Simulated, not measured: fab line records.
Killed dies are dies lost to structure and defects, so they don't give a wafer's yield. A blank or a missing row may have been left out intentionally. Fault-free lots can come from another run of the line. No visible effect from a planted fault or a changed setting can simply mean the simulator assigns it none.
Matching of chambers + flow n5 finfet + 3 sister chambers for N5_GATE_CUT_HM_DEP_46 on pecvd-01
The step deposits SiO2 from TEOS/O2, target thk 130 nm, time 26.6 s. 14 wafers are shown with their chamber, then 7 later ones without.

WAFERS WITH THEIR CHAMBER
| wafer  | chamber | throttle valve pct (%) | showerhead plenum p Torr (Torr) | heater power w (W) |
|--------|---------|------------------------|---------------------------------|--------------------|
| L074.2 | 2       | 17.9                   | 8.31                            | 459                |
| L074.4 | 0       | 17.8                   | 8.38                            | 538                |
| L074.5 | 2       | 18.1                   | 8.33                            | 455                |
| L077.2 | 2       | 18.0                   | 8.32                            | 465                |
| L077.3 | 1       | 18.4                   | 8.39                            | 525                |
| L077.4 | 0       | 17.7                   | 8.34                            | 509                |
| L080.3 | 1       | 18.4                   | 8.39                            | 499                |
| L080.4 | 0       | 17.8                   | 8.34                            | 458                |
| L080.6 | 2       | 18.3                   | 8.33                            | 413                |
| L083.2 | 1       | 18.6                   | 8.38                            | 533                |
| L083.5 | 1       | 18.6                   | 8.39                            | 557                |
| L083.6 | 2       | 18.2                   | 8.34                            | 439                |
| L085.1 | 1       | 18.4                   | 8.39                            | 530                |
| L085.4 | 0       | 17.8                   | 8.37                            | 584                |

SIGNATURES, as means of the wafers listed above
| reading                  | chamber 0 | chamber 1 | chamber 2 | scatter within a chamber |
|--------------------------|-----------|-----------|-----------|--------------------------|
| throttle valve pct       | 17.775    | 18.480    | 18.100    | 0.119                    |
| showerhead plenum p Torr | 8.3575    | 8.3880    | 8.3260    | 0.0131                   |
| heater power w           | 522.25    | 528.80    | 446.20    | 32.8                     |
Rule: a wafer's distance from a chamber is the root of the sum, over the readings, of the square of ((its reading less the chamber's mean) divided by the reading's scatter). The wafer belongs to the nearest chamber; if the next one is less than 2 further off, it can't be placed. The scatter: the root of (the sum of the squares of (reading less its chamber's mean) over the shown wafers, divided by (wafers less chambers)).

WAFERS WITH NO CHAMBER GIVEN
| wafer  | throttle valve pct (%) | showerhead plenum p Torr (Torr) | heater power w (W) |
|--------|------------------------|---------------------------------|--------------------|
| L085.5 | 18.3                   | 8.34                            | 492                |
| L092.2 | 17.8                   | 8.35                            | 539                |
| L092.4 | 18.7                   | 8.37                            | 539                |
| L092.6 | 18.3                   | 8.31                            | 467                |
| L096.2 | 18.4                   | 8.39                            | 446                |
| L096.4 | 18.2                   | 8.31                            | 402                |
| L096.6 | 17.7                   | 8.38                            | 519                |

THE CHAMBER EACH PASSED THROUGH
| wafer  | from the rows above     | in truth |
|--------|-------------------------|----------|
| L085.5 | can't be placed: 2 or 1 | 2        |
| L092.2 | 0                       | 0        |
| L092.4 | 1                       | 1        |
| L092.6 | 2                       | 2        |
| L096.2 | 1                       | 1        |
| L096.4 | 2                       | 2        |
| L096.6 | 0                       | 0        |
Placed correctly: 6 of 7. From these rows, 1 cannot be placed; in 1 the true chamber is one of the candidates. 0 placed wrongly.
